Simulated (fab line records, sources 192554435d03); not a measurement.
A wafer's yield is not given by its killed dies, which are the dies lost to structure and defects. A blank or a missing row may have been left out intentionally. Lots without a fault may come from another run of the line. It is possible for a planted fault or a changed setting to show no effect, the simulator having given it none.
Split-lot trial	flow n5_finfet	on a route of 1938 steps: 7 lots, 39 wafers read

== ON THE SPLIT ==
At N5_HKMG_FIN_HK_ALD_01 (deposits HfO2, target thk 1.6 nm, pulse time 3 s, purge time 3 s), the setting ald_cycles was moved away from the recipe's 30 on 9 of the 39 wafers read, by -13.3% to +10.0%. For the rest of the wafers, this setting stayed at what the recipe calls for.

== FROM THE SPLIT TO THE READING: what the file shows between them, 4 steps ==
- N5_HKMG_FIN_HK_ANNEAL_02: time 30 s
- N5_HKMG_FIN_ALD_74: deposits La2O3, target thk 0.5 nm, pulse time 6 s, co reactant pulse time 1 s
- N5_HKMG_FIN_WET_ETCH_82: etches La2O3 in dHCl, stops on HfO2, target depth 2 nm, rinse time 30 s
- N5_HKMG_FIN_ALD_36: deposits TiN, target thk 1 nm, pulse time 1 s, purge time 3 s

== THE READING ==
HK_THK, in nm, at N5_HKMG_FIN_THK_MEAS_70 (measures by xrf). Fault-free wafers of this fab line usually give 1.579 nm, standard deviation 0.015 nm.

wafer	tool, chamber at the split	ald_cycles as run	against the recipe	HK_THK, nm	against lot-mates on the recipe
L074.1	ald_hk-03, 1,0,2	30	recipe	1.566	-
L074.2	ald_hk-03, 1,0,2	30	recipe	1.595	-
L074.3	ald_hk-03, 1,0,2	30	recipe	1.567	-
L076.1	ald_hk-02, 1,0,0	30	recipe	1.579	-
L076.2	ald_hk-02, 2,3,1	33	+10.0%	1.730	+0.153
L076.3	ald_hk-02, 2,3,1	33	+10.0%	1.731	+0.154
L076.4	ald_hk-02, 1,0,0	30	recipe	1.579	-
L076.5	ald_hk-02, 1,0,0	30	recipe	1.573	-
L076.6	ald_hk-02, 2,3,1	33	+10.0%	1.744	+0.167
L077.1	ald_hk-03, 2,0,1,3,1,2	30	recipe	1.583	-
L077.2	ald_hk-03, 2,0,1,3,1,2	30	recipe	1.577	-
L077.3	ald_hk-03, 2,0,1,3,1,2	30	recipe	1.583	-
L077.4	ald_hk-03, 2,0,1,3,1,2	30	recipe	1.572	-
L077.5	ald_hk-03, 2,0,1,3,1,2	30	recipe	1.586	-
L077.6	ald_hk-03, 2,0,1,3,1,2	30	recipe	1.568	-
L087.1	ald_hk-02, 0,1,3,2,1,2	30	recipe	1.589	-
L087.2	ald_hk-02, 0,1,3,2,1,2	30	recipe	1.604	-
L087.3	ald_hk-02, 0,1,3,2,1,2	30	recipe	1.566	-
L087.4	ald_hk-02, 0,1,3,2,1,2	30	recipe	1.604	-
L087.5	ald_hk-02, 0,1,3,2,1,2	30	recipe	1.567	-
L087.6	ald_hk-02, 0,1,3,2,1,2	30	recipe	1.581	-
L088.1	ald_hk-02, 0,3,2	30	recipe	1.573	-
L088.2	ald_hk-02, 1,2,3	26	-13.3%	1.372	-0.211
L088.3	ald_hk-02, 1,2,3	26	-13.3%	1.384	-0.199
L088.4	ald_hk-02, 0,3,2	30	recipe	1.578	-
L088.5	ald_hk-02, 0,3,2	30	recipe	1.599	-
L088.6	ald_hk-02, 1,2,3	26	-13.3%	1.353	-0.230
L092.1	ald_hk-02, 2,0,1,3,3,2	30	recipe	1.564	-
L092.2	ald_hk-02, 2,0,1,3,3,2	30	recipe	1.576	-
L092.3	ald_hk-02, 2,0,1,3,3,2	30	recipe	1.580	-
L092.4	ald_hk-02, 2,0,1,3,3,2	30	recipe	1.578	-
L092.5	ald_hk-02, 2,0,1,3,3,2	30	recipe	1.566	-
L092.6	ald_hk-02, 2,0,1,3,3,2	30	recipe	1.572	-
L096.1	ald_hk-02, 2,1,3	32	+6.7%	1.685	+0.116
L096.2	ald_hk-02, 2,1,3	32	+6.7%	1.691	+0.122
L096.3	ald_hk-02, 0,0,3	30	recipe	1.557	-
L096.4	ald_hk-02, 2,1,3	32	+6.7%	1.691	+0.122
L096.5	ald_hk-02, 0,0,3	30	recipe	1.565	-
L096.6	ald_hk-02, 0,0,3	30	recipe	1.585	-
When a row names more than one chamber, that row covers several wafers, and the file does not tell which wafer ran in which chamber.

FIT RESULTS
A straight line over all 39 wafers: HK_THK changes by +0.0158 nm for each +1% of ald_cycles; r = +0.99; the points scatter about the line by 0.011 nm.
The same after taking each lot's own level away (the mean of its wafers on the recipe; 39 wafers): +0.0162 nm for each +1%; r = +0.99; scatter 0.011 nm.
Per that fit: largest ald_cycles move, reading shift of 0.22 nm.
Across the lots, their own levels run from 1.5690 to 1.5852 nm, a range of 1.1 times the standard deviation given above.
So the lot-to-lot level changes the slope little: the two slopes agree.
Check: with one of the wafers moved furthest among these (-13.3%) left out of the fit, the line predicts -0.217 nm for it against its lot-mates. Against them it came out at -0.211 nm.

== FURTHER SPLITS ON THESE WAFERS ==
Before the reading, these wafers also passed through other splits. Each is held against what the fit with the lots' levels taken away leaves over:
other split on the same wafers	wafers away from the commonest value	r with HK_THK (lot level and that fit taken away)
N5_DUMMY_GATE_EXPOSE_12 dose_mj	12	+0.02
N5_DUMMY_GATE_ETCH_37 source_w	15	-0.08
N5_DUMMY_GATE_ETCH_42 bias_w	15	+0.07

== FILE'S OWN FIT ==
HK_THK changes by +0.0162 nm for each +1% of ald_cycles, r = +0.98.
